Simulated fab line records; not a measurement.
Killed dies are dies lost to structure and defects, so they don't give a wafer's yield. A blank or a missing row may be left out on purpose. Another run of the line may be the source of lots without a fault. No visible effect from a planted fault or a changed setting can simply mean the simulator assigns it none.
Struck lot and sound lot, side by side ; flow nand_harc ; 14 steps out of a route of 1302
Sound: the wafers L873.2, L873.4, L873.5. Wafers struck: L879.3, L879.4, L879.5. The cause is given at the end.
Per side, at each step with rows, come the tool, then ch with its chambers, and then its first start. Under that, the readings that differ: sound wafers ; struck wafers ; difference of the means ; sigmas: that difference in standard deviations of wafers without a fault.
alike: same words and numbers on both sides, and readings whose means sit less than 2 such deviations apart. not compared: any withheld reading, any reading some wafer has no value for, any bound like >300 that may hide the same value, and any number with overlapping values for which the record gives no deviation.
Wherever a step has rows on one side only, a row that says differs or no value, or a row with sigmas, the two part there. When numbers do not overlap yet have no deviation, they are printed without sigmas and do not part them. A reading that every wafer of one side lacks parts them only if that side has two wafers or more.

NHARC_A_SOURCE_PLATE_THK_MEAS_09: measures by ellipsometry.
  sound: film_metro-01 at day 13 09:28; struck: film_metro-01 at day 15 03:33
  alike: thk_nm
then, 3 steps without rows for these wafers: NHARC_A_SOURCE_PLATE_PVD_04 (deposits WSi2, target thk 50 nm); NHARC_A_SOURCE_PLATE_CVD_03 (deposits poly-Si, target thk 200 nm, time 4000 s); NHARC_A_SOURCE_PLATE_ANNEAL_05 (time 1800 s).
NHARC_A_SOURCE_PLATE_THK_MEAS_06: measures by ellipsometry.
  sound: film_metro-01 at day 14 00:27; struck: film_metro-01 at day 15 16:35
  alike: thk_nm
NHARC_A_SOURCE_PLATE_INSPECT_08:
  sound: defect_inspect-01 at day 14 00:32; struck: defect_inspect-02 at day 15 16:39
  alike: raw_defect_count
next comes 1 step that has no rows for these wafers: NHARC_A_ONON_D1_DEP_00 (target thickness 1000 nm).
NHARC_A_ONON_D1_THK_MEAS_02: measures by ellipsometry.
  sound: film_metro-01 at day 14 01:07; struck: film_metro-01 at day 15 17:14
reading;sound;struck;difference;sigmas
thk_nm (nm);1005 1005 1004;983 983 985;-21;-2
next comes 1 step that has no rows for these wafers: NHARC_A_ONON_D1_DEP_03 (target thickness 1000 nm).
NHARC_A_ONON_D1_THK_MEAS_05: measures by ellipsometry.
  sound: film_metro-02 at day 14 01:49; struck: film_metro-01 at day 15 17:47
  alike: thk_nm
NHARC_A_ONON_D1_DEP_06: target thk 1000 nm.
  sound on pecvd_onon-03 ch 0, day 14 02:04; struck on pecvd_onon-04 ch 0, day 15 17:58
  alike: n2_flow_sccm, susceptor_temp_C
NHARC_A_ONON_D1_THK_MEAS_08: measures by ellipsometry.
  sound: film_metro-02 at day 14 02:30; struck: film_metro-01 at day 15 18:22
reading;sound;struck;difference;sigmas
thk_nm (nm);996 998 999;1548 1548 1547;+550;+57
next comes 1 step that has no rows for these wafers: NHARC_A_ONON_D1_DEP_09 (target thickness 1000 nm).
-- jump in the record: it breaks off in module A_ONON_D1 and resumes in module END (first step shown: number 1302 of the route), and 17 days separate the struck wafers' starts before and after --
NHARC_END_SORT_01:
  only the struck wafers appear in the record here, on prober-01 ch 0 at day 32 09:46; the sound ones have no rows

## WHERE THEY PART
First at NHARC_A_ONON_D1_THK_MEAS_02; last, within this record, at NHARC_END_SORT_01.

WHY: the cause the simulator had injected
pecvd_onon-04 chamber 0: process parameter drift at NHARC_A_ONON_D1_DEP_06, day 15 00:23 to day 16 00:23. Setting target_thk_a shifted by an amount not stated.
